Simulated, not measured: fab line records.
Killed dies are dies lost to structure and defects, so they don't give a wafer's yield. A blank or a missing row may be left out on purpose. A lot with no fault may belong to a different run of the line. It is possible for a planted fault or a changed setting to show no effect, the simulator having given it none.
Chamber matching	flow n5 finfet	4 sister chambers for N5_MOL_CONTACT_COAG_ETCHBACK_134 on rie diel-03
The step etches SiO2 in CHF3, target depth 10 nm, time 6.7 s. 18 wafers are shown with their chamber, then 9 later ones without.

## WAFERS WITH THEIR CHAMBER
wafer	chamber	drypump motor current A (A)	showerhead plenum p Torr (Torr)	throttle valve pct (%)
L079.2	0	5.5	2.45	18.71
L079.3	1	6.0	2.35	19.04
L079.5	2	5.8	2.37	18.83
L080.1	3	6.2	2.35	18.79
L080.2	1	6.0	2.35	19.05
L080.6	3	6.2	2.35	18.77
L085.2	1	6.0	2.34	19.07
L085.4	3	6.1	2.34	18.81
L085.5	1	6.0	2.34	19.07
L086.2	0	5.5	2.45	18.75
L086.4	0	5.5	2.45	18.74
L086.6	2	5.8	2.36	18.87
L088.3	3	6.1	2.34	18.83
L088.4	3	6.2	2.34	18.81
L088.5	0	5.5	2.45	18.73
L089.1	0	5.5	2.45	18.74
L089.3	2	5.8	2.36	18.88
L089.4	0	5.5	2.45	18.74

SIGNATURES (means of the wafers above)
reading	chamber 0	chamber 1	chamber 2	chamber 3	scatter within a chamber
drypump motor current A	5.500	6.000	5.800	6.160	0.0293
showerhead plenum p Torr	2.4500	2.3450	2.3633	2.3440	0.00453
throttle valve pct	18.7350	19.0575	18.8600	18.8020	0.0191
Rule: a wafer lies at a distance from a chamber equal to the root of the sum of squares, over the readings, of (its reading less the chamber's mean, divided by the reading's scatter). If the next closest chamber is less than 2 further off than the closest, the wafer can't be placed; otherwise it belongs to the closest. The scatter: the root of (the sum of the squares of (reading less its chamber's mean) over the shown wafers, divided by (wafers less chambers)).

## WAFERS WITH NO CHAMBER GIVEN
wafer	drypump motor current A (A)	showerhead plenum p Torr (Torr)	throttle valve pct (%)
L090.1	5.8	2.36	18.90
L090.2	6.2	2.33	18.82
L090.3	6.0	2.34	18.65
L091.1	5.8	2.35	18.90
L091.2	6.0	2.34	18.66
L091.5	5.8	2.35	18.89
L092.1	5.8	2.35	18.90
L092.4	5.9	2.35	18.89
L092.5	6.0	2.34	18.64

## THE CHAMBER EACH PASSED THROUGH
wafer	from the rows above	in truth
L090.1	2	2
L090.2	3	3
L090.3	3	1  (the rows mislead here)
L091.1	2	2
L091.2	3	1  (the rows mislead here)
L091.5	2	2
L092.1	2	2
L092.4	2	2
L092.5	3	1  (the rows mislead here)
6 of 9 placed correctly. Not placeable from these rows: 0. Number placed wrongly: 3.
